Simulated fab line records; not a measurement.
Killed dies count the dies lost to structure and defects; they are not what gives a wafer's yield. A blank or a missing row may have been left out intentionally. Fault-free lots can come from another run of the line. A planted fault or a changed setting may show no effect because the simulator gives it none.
A struck lot beside a sound one / flow n5-finfet / 15 steps out of a route of 1938
Sound: these wafers, L383.1, L383.5, L383.6. Struck: wafer L395.4 (L395.1, L395.3, from the same lot, were not struck and are left out); the cause is given at the end.
Order at every step that has rows: each side's tool, ch and its chambers, its first start. Under that, the readings that differ: sound wafers / struck wafers / difference of the means / sigmas: that difference in standard deviations of wafers without a fault.
alike: readings whose means differ by less than 2 such deviations, and words and numbers that are the same on both sides. not compared: withheld readings, readings that some wafer has no value for, bounds like >300 that may hide the same value, and numbers for which the record gives no deviation and whose values overlap.
A row with sigmas, a row that says differs or no value, or rows on one side alone: a step with any of these is where the two part. When numbers do not overlap yet have no deviation, they are printed without sigmas and do not part them. A reading missing from all wafers of one side parts the sides only when that side holds two or more wafers.

first, 4 steps without rows for these wafers: N5_BEOL_M4_SOFTBAKE_23 (time 60 s); N5_BEOL_M4_EXPOSE_25 (exposes mask V3, defocus 5 nm); N5_BEOL_M4_PEB_26 (peb time 60 s); N5_BEOL_M4_DEVELOP_27 (develop time 30 s).
N5_BEOL_M4_CD_MEAS_28: target cd 26.2 nm, target cd y 24.1 nm.
  sound on cd-sem-01 ch 0, day 9 18:41; struck on cd-sem-01 ch 0, day 12 19:29
  alike: cd-nm
N5_BEOL_M4_OVL_MEAS_29:
  sound on overlay-02 ch 0, day 9 18:43; struck on overlay-01 ch 0, day 12 19:31
  alike: V3_OVL
N5_BEOL_M4_INSPECT_30: inspects for defects (brightfield).
  sound on defect-inspect-01, day 9 18:46; struck on defect-inspect-02, day 12 19:35
  alike: raw-defect-count
N5_BEOL_M4_DESCUM_33: chemistry O2, time 7 s.
  sound on rie-diel-01 ch 0,1, day 9 18:49; struck on rie-diel-02 ch 1, day 12 19:37
reading=oes-product-au (a.u.); sound=0.84 0.95 0.85; struck=0.69; difference=-0.19; sigmas=-2
reading=throttle-valve-pct (%); sound=20.39 20.34 20.38; struck=20.87; difference=+0.50; sigmas=+2
  alike: chamber-pressure-mTorr, drypump-motor-current-A, rf-fwd-power-W, rf-vpp-V, showerhead-plenum-p-Torr
  not compared: rf-hours-counter-h
N5_BEOL_M4_ETCH_77: etches underlayer in N2/H2, target depth 6.5 nm, time 5.2 s.
  sound on rie-diel-01 ch 0,1, day 9 18:50; struck on rie-diel-02 ch 1, day 12 19:39
reading=etch-rf-on-time-s (s); sound=5.08 5.18 5.11; struck=5.34; difference=+0.22; sigmas=+2
reading=oes-product-au (a.u.); sound=0.72 0.81 0.72; struck=0.59; difference=-0.16; sigmas=-2
  alike: chamber-pressure-mTorr, drypump-motor-current-A, rf-fwd-power-W, rf-vpp-V, showerhead-plenum-p-Torr, throttle-valve-pct
  not compared: rf-hours-counter-h
N5_BEOL_M4_ETCH_69: etches SiARC in CF4, target depth 15.6 nm, time 26 s.
  sound on rie-diel-01 ch 0,1, day 9 18:52; struck on rie-diel-02 ch 1, day 12 19:40
reading=oes-product-au (a.u.); sound=0.73 0.81 0.73; struck=0.59; difference=-0.17; sigmas=-2
reading=throttle-valve-pct (%); sound=15.47 15.29 15.47; struck=16.16; difference=+0.75; sigmas=+2
  alike: chamber-pressure-mTorr, drypump-motor-current-A, etch-rf-on-time-s, mfc-ar-sccm, rf-fwd-power-W, rf-vpp-V, showerhead-plenum-p-Torr
  not compared: rf-hours-counter-h
N5_BEOL_M4_ALD_98: deposits SiO2, target thk 2.5 nm, pulse time 1 s, co reactant pulse time 1 s.
  sound on ald-sin-03 ch 2,3, day 9 18:56; struck on ald-sin-02 ch 3, day 12 19:55
reading=heater-power-w (W); sound=95 95 84; struck=77; difference=-14; sigmas=-2
  alike: precursor-pulse-height-rel
N5_BEOL_M4_ETCHBACK_99: etches SiO2 in CHF3, target depth 5 nm, time 10.4 s.
  sound on rie-diel-01 ch 1,2, day 9 20:49; struck on rie-diel-01 ch 2, day 12 20:30
reading=rf-fwd-power-W (W); sound=209.7 209.6 211.3; struck=212.3; difference=+2.1; sigmas=+2
  alike: CHF3_flow_sccm, chamber-pressure-mTorr, drypump-motor-current-A, mfc-ar-sccm, oes-product-au, rf-vpp-V, showerhead-plenum-p-Torr, throttle-valve-pct
  not compared: rf-hours-counter-h
N5_BEOL_M4_ETCH_70: etches SOC in N2/H2, target depth 80 nm, overetch 24 nm, time 130 s.
  sound on rie-diel-01 ch 1,2, day 9 20:51; struck on rie-diel-01 ch 2, day 12 20:32
reading=model.SiARC_of_BEOL_M4_COAT_68.thk-nm (nm); sound=5.8 6 6; struck=8.2; difference=+2.3; sigmas=
  alike: chamber-pressure-mTorr, drypump-motor-current-A, oes-product-au, rf-fwd-power-W, rf-vpp-V, showerhead-plenum-p-Torr, throttle-valve-pct
  not compared: rf-hours-counter-h
then, 1 step without rows for these wafers: N5_BEOL_M4_STRIP_71 (strips in N2/H2).
N5_BEOL_M4_RC_MEAS_101:
  sound on prober-01 ch 0, day 10 02:11; struck on prober-01 ch 0, day 13 02:48
reading=ION_N (uA/um); sound=674 680 655; struck=698; difference=+28; sigmas=+2
  alike: DIBL_N, DIBL_P, IOFF_N, IOFF_P, ION_P, SS_N, SS_P, VT_N, VT_P

## WHERE THEY PART
Earliest at N5_BEOL_M4_DESCUM_33; latest, in this record, at N5_BEOL_M4_RC_MEAS_101.

WHY: what had been put in by the simulator
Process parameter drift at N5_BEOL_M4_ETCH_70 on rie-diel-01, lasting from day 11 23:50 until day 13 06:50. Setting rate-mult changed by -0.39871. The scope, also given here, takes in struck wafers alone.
